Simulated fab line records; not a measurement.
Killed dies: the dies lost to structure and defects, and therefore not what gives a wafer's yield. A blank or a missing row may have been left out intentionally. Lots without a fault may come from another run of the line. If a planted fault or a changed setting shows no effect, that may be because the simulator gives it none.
A lot that was struck, set against a sound lot :: flow n5_finfet :: 25 out of 1938 route steps
Sound: wafers L746.1, L746.2, L746.4. Struck: wafers L733.2, L733.5, L733.6. The cause is named last.
For every step that has rows: the tool of each side, followed by ch and its chambers, followed by its first start. Under that, the readings that differ: sound wafers :: struck wafers :: difference of the means :: sigmas: that difference in standard deviations of wafers without a fault.
alike: a reading whose means differ by less than 2 such deviations, as well as words and numbers matching on both sides. not compared: withheld readings; readings where some wafer has no value; bounds like >300 that might hide an equal value; numbers whose values overlap and for which the record gives no deviation.
The two part at a step that has a row with sigmas, a row that says differs or no value, or rows on one side only. Non-overlapping numbers with no deviation appear without sigmas and do not part them. Lack of a reading on every wafer of one side parts them only where that side has two or more wafers.

first, 8 steps without rows for these wafers: N5_BEOL_M9_DEVELOP_10 (develop time 30 s); N5_BEOL_M9_DESCUM_16 (chemistry O2, time 7.9 s); N5_BEOL_M9_ETCH_61 (etches SiARC in CF4, target depth 39 nm, time 65 s); N5_BEOL_M9_ETCH_62 (etches SOC in N2/H2, target depth 110 nm, overetch 22 nm, time 165 s); N5_BEOL_M9_STRIP_68 (strips in N2/H2); N5_BEOL_M9_STRIP_67 (strips in CF4); N5_BEOL_M9_HM_OPEN_17 (chemistry Cl2/BCl3, target TiN, target depth 20 nm, overetch 6 nm); N5_BEOL_M9_STRIP_19 (strips in O2).
N5_BEOL_M9_COAT_63: time 60 s, resist thk 60 nm.
  sound on litho_track-04 ch 0, day 15 20:56; struck on litho_track-04 ch 0, day 13 08:18
reading: spin_speed_rpm (rpm)
sound: 1499.3 1500.1 1499.4
struck: 1583.2 1582.7 1584.7
difference: +83.9
sigmas: +84

reading: model.SOC_of_BEOL_M9_COAT_63.thk_nm (nm)
sound: 60.2 60.2 60.2
struck: 58.6 58.2 58.6
difference: -1.7
sigmas: 
  alike: exhaust_pa
then, 11 steps without rows for these wafers: N5_BEOL_M9_COAT_64 (time 60 s, resist thk 12 nm); N5_BEOL_M9_COAT_75 (time 60 s, resist thk 5 nm); N5_BEOL_M9_COAT_22 (resist thk 30 nm); N5_BEOL_M9_EBR_24; N5_BEOL_M9_SOFTBAKE_23 (time 60 s); N5_BEOL_M9_EXPOSE_25 (exposes mask V8); N5_BEOL_M9_PEB_26 (peb time 60 s); N5_BEOL_M9_DEVELOP_27 (develop time 30 s); N5_BEOL_M9_DESCUM_33 (chemistry O2, time 7 s); N5_BEOL_M9_ETCH_76 (etches underlayer in N2/H2, target depth 6.5 nm, time 5.2 s); N5_BEOL_M9_ETCH_65 (etches SiARC in CF4, target depth 15.6 nm, time 26 s).
N5_BEOL_M9_ETCH_66: etches SOC in N2/H2, target depth 80 nm, overetch 16 nm, time 120 s.
  sound on rie_diel-05 ch 0,1,2, day 15 21:24; struck on rie_diel-02 ch 0,2,3, day 13 08:49
reading: model.etch.depth_nm (nm)
sound: 60.27 60.18 60.13
struck: 58.57 58.28 58.59
difference: -1.71
sigmas: 
  alike: drypump_motor_current_A, oes_product_au, rf_vpp_V, showerhead_plenum_p_Torr, throttle_valve_pct
  not compared: rf_hours_counter_h
then, 2 steps without rows for these wafers: N5_BEOL_M9_STRIP_69 (strips in N2/H2); N5_BEOL_M9_STRIP_77 (strips in N2/H2).
N5_BEOL_M9_VIA_ETCH_34: etches SiCOH lowk in C4F6/O2, target depth 182.4 nm, time 68.4 s.
  sound on rie_diel-05 ch 0,1,2, day 15 21:30; struck on rie_diel-02 ch 0,2,3, day 13 08:55
reading: model.SOC_of_BEOL_M9_COAT_63.thk_nm (nm)
sound: 51.4 51.2 51
struck: 49.6 49 49.6
difference: -1.8
sigmas: 
  alike: drypump_motor_current_A, oes_f_703_au, oes_product_au, rf_vpp_V, showerhead_plenum_p_Torr, throttle_valve_pct
  not compared: rf_hours_counter_h
then, 1 step without rows for these wafers: N5_BEOL_M9_STRIP_73 (strips in C4F6/O2).

## WHERE THEY PART
Only at N5_BEOL_M9_COAT_63, within this record. Later steps at which nothing parts them and some readings are alike: N5_BEOL_M9_ETCH_66, N5_BEOL_M9_VIA_ETCH_34.

WHY: what had been put in by the simulator
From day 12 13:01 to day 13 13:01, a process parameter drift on litho_track-04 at N5_BEOL_M9_COAT_63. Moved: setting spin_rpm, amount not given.
